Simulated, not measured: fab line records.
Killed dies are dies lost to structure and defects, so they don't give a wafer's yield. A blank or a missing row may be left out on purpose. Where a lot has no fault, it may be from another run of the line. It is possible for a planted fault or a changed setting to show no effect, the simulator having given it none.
A lot that was struck, set against a sound lot / flow nand-harc / 14 steps out of a route of 1159
Sound: these wafers, L239.1, L239.2, L239.5. Struck: wafer L232.3. (L232.2, L232.4 of the same lot were not struck and are left out.) The cause comes at the end.
For every step that has rows: the tool of each side, followed by ch and its chambers, followed by its first start. Under that, the readings that differ: sound wafers / struck wafers / difference of the means / sigmas: that difference in standard deviations of wafers without a fault.
alike: readings whose means differ by less than 2 such deviations, and words and numbers that are the same on both sides. not compared: withheld readings, readings that some wafer has no value for, bounds like >300 that may hide the same value, and numbers for which the record gives no deviation and whose values overlap.
A row with sigmas, a row that says differs or no value, or rows on one side alone: a step with any of these is where the two part. Numbers that have no deviation but don't overlap get no sigmas and don't part them. Lack of a reading on every wafer of one side parts them only where that side has two or more wafers.

first, 4 steps without rows for these wafers: NHARC_A_WL_FILL_STRIP_28 (strips in post etch residue remover, time 1200 s); NHARC_A_WL_FILL_PRECLEAN_06 (cleans in DIW, time 300 s); NHARC_A_WL_FILL_SRD_07; NHARC_A_WL_FILL_ANNEAL_08 (time 1800 s).
NHARC_A_WL_FILL_ALD_10: deposits SiO2, target thk 50 nm, pulse time 10 s, ald cycles 500.
  sound on ald-hk-01 ch 0,3, day 19 18:02; struck on ald-hk-04 ch 2, day 17 20:50
  alike: heater-power-w, precursor-pulse-height-rel, susceptor-temp-C
  not compared: since-wet-clean-h
NHARC_A_WL_FILL_ETCHBACK_16: etches the open film in C4F8/O2/Ar, target depth 88 nm, time 17.6 s.
  sound: rie-diel-03 ch 1,2,3; struck: rie-diel-03 ch 2
  alike: oes-product-au, rf-vpp-V
  not compared: rf-hours-counter-h
NHARC_A_WL_FILL_STRIP_29: strips in O2, time 20 s.
  sound on rie-diel-03 ch 0,1, day 19 22:49; struck on rie-diel-03 ch 2, day 18 01:34
  alike: drypump-motor-current-A, oes-product-au, rf-vpp-V, showerhead-plenum-p-Torr, throttle-valve-pct
  not compared: rf-hours-counter-h
NHARC_A_WL_FILL_ETCHBACK_17: etches the open film in Cl2/BCl3, target depth 4 nm, time 26.7 s.
  sound on rie-metal-02 ch 0,1, day 19 22:54; struck on rie-metal-02 ch 0, day 18 01:41
  alike: drypump-motor-current-A, oes-product-au
  not compared: rf-hours-counter-h
then, 3 steps without rows for these wafers: NHARC_A_WL_FILL_PRECLEAN_18 (cleans in dHF, time 30 s); NHARC_A_WL_FILL_SRD_21; NHARC_A_WL_FILL_CVD_23 (deposits poly-Si, target thk 40 nm, time 800 s).
NHARC_A_WL_FILL_ETCHBACK_26: etches the open film in HBr, target depth 52 nm, time 13.3 s.
  sound on rie-si-06 ch 1,3, day 20 04:17; struck on rie-si-05 ch 3, day 18 06:43
reading=oes-product-au (a.u.); sound=1.012 1.010 1.012; struck=0.817; difference=-0.194; sigmas=-27
  alike: drypump-motor-current-A, throttle-valve-pct
  not compared: rf-hours-counter-h
then, 1 step without rows for these wafers: NHARC_A_WL_FILL_PRECLEAN_30 (cleans in dHF, time 10 s).
-- record jumps: 4 days between struck wafers' starts before vs after; left off in module A_WL_FILL, resumes in module END, first step shown is number 1159 of the route --
NHARC_END_SORT_01:
  the record has rows for the struck wafers here (prober-02 ch 0, day 21 19:01) and none for the sound ones

## WHERE THEY PART
At NHARC_A_WL_FILL_ETCHBACK_26 first; at NHARC_END_SORT_01 last (within this record only).

WHY: what the simulator had put in
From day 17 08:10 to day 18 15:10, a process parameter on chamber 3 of rie-si-05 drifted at NHARC_A_WL_FILL_ETCHBACK_26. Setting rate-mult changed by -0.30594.
